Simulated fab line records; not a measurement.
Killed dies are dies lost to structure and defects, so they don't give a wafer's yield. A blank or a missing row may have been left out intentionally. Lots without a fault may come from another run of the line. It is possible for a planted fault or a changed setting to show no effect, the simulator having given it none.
Code-filled problem report in 8D (eight disciplines) form || flow nand harc || the parts of the form that need people (team, actions taken, sign-off) are left out

## 1. WHAT IS WRONG
Mean of raw defect count at NHARC_THIN_TSV_INSPECT_40: 1846 across 3 wafers in 2 lots; on wafers with no fault it is 477 (standard deviation 91). That is +15 standard deviations from the usual mean.
The first sign was on wafer L738.3 at day 23 16:53, on defect inspect-01. The record has a number at this step for 33 wafers belonging to 11 lots. By rule, "out" or "out of limits" means more than 4 standard deviations away from the usual mean. The rest of the wafers with a number are treated as sound.

## 2. WHAT THIS IS AND IS NOT
{"question": "which readings at this step", "is": "raw defect count", "is not": "-"}
{"question": "which lots", "is": "L738, L740", "is not": "L722, L723, L725, L726, L727, L733, L734, L742, L743"}
{"question": "which wafers of those lots", "is": "L738.3, L738.5, L740.3", "is not": "L738.6, L740.1, L740.6"}
{"question": "read on which gauges", "is": "defect inspect-01", "is not": "defect inspect-02"}
{"question": "when", "is": "from day 23 16:53", "is not": "up to then (22 sound wafers); but 8 sound wafers of L740, L742, L743 came after"}

## 3. THE SUSPECTS, EACH WITH WHAT RULES IT OUT
Counting: if a tool at a process step up to the reading ran every lot that is out, it stays a suspect. Sound lots after the first of them don't rule it out here, since some wafers of a struck lot are sound.
- the gauge at NHARC_THIN_TSV_INSPECT_40: ruled out. All the wafers that are out were read on defect inspect-01, but those of them that NHARC_END_SORT_01 has rows for are out there too, on other tools.
- plasma asher-01 at NHARC_THIN_TSV_STRIP_56 (strips in O2): kept. It ran every lot that is out, first L738 (day 23 13:46); its last sound lot up to then is L727 (day 20 10:56).
- At NHARC_THIN_TSV_STRIP_56 on plasma asher-01, chamber 0 took the sound wafers of the same lots and chamber 1 took the wafers that are out.
The count leaves plasma asher-01 at NHARC_THIN_TSV_STRIP_56.

## 4. THE CAUSE (what the simulator had put in)
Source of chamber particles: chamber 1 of plasma asher-01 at NHARC_THIN_TSV_STRIP_56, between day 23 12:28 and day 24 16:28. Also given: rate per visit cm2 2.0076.
Counting left only this tool.

## 5. THE CHAIN OF EFFECTS, in route order
One row per reading whose mean, taken over the struck wafers that have a number, lies over 3 standard deviations from the usual. Scope: only readings with a usual standard deviation given in the record; hours: median across lots of the time from each lot's start at the first step in this table that gives one to its start at this step; sigmas: change in usual standard deviations.
{"hours": 0, "step": "NHARC_THIN_TSV_INSPECT_40", "reading": "raw defect count", "usual": 477, "on struck wafers": 1846, "change": "+1369", "sigmas": "+15"}
{"hours": 5, "step": "NHARC_END_SORT_01", "reading": "defect limited yield", "usual": "95.3 %", "on struck wafers": 78.5, "change": -16.8, "sigmas": -9.9}
{"hours": 5, "step": "NHARC_END_SORT_01", "reading": "killed at other", "usual": 0.7, "on struck wafers": 105.0, "change": "+104.3", "sigmas": "+95"}
{"hours": 5, "step": "NHARC_END_SORT_01", "reading": "killed dies", "usual": 32, "on struck wafers": 146, "change": "+114", "sigmas": "+10"}
{"hours": 5, "step": "NHARC_END_SORT_01", "reading": "sort_bin_2_pct", "usual": "1.5 %", "on struck wafers": 7.2, "change": "+5.7", "sigmas": "+8.6"}
{"hours": 5, "step": "NHARC_END_SORT_01", "reading": "sort_bin_3_pct", "usual": "0.28 %", "on struck wafers": 6.74, "change": "+6.46", "sigmas": "+27"}
{"hours": 5, "step": "NHARC_END_SORT_01", "reading": "sort_bin_4_pct", "usual": "2.9 %", "on struck wafers": 7.5, "change": "+4.6", "sigmas": "+4.2"}
{"hours": 5, "step": "NHARC_END_SORT_01", "reading": "sort n pass", "usual": 645, "on struck wafers": 531, "change": -114, "sigmas": -10}
{"hours": 5, "step": "NHARC_END_SORT_01", "reading": "sort yield pct", "usual": "95.3 %", "on struck wafers": 78.5, "change": -16.8, "sigmas": -9.9}

## 6. HOW IT WOULD HAVE BEEN CAUGHT EARLIER
In this record the first reading out of limits at a measuring or inspecting step was taken at day 23 16:53, 4 hours after the fault began at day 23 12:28.
Of the tool readings at NHARC_THIN_TSV_STRIP_56 for which the record gives a usual standard deviation, none was out on any struck wafer, so an alarm limit of 4 standard deviations on them would not have fired.
L740, from the lots that are out (2), started NHARC_THIN_TSV_STRIP_56 on plasma asher-01 later than day 23 16:53. It would have been spared by a hold on the tool at that moment.
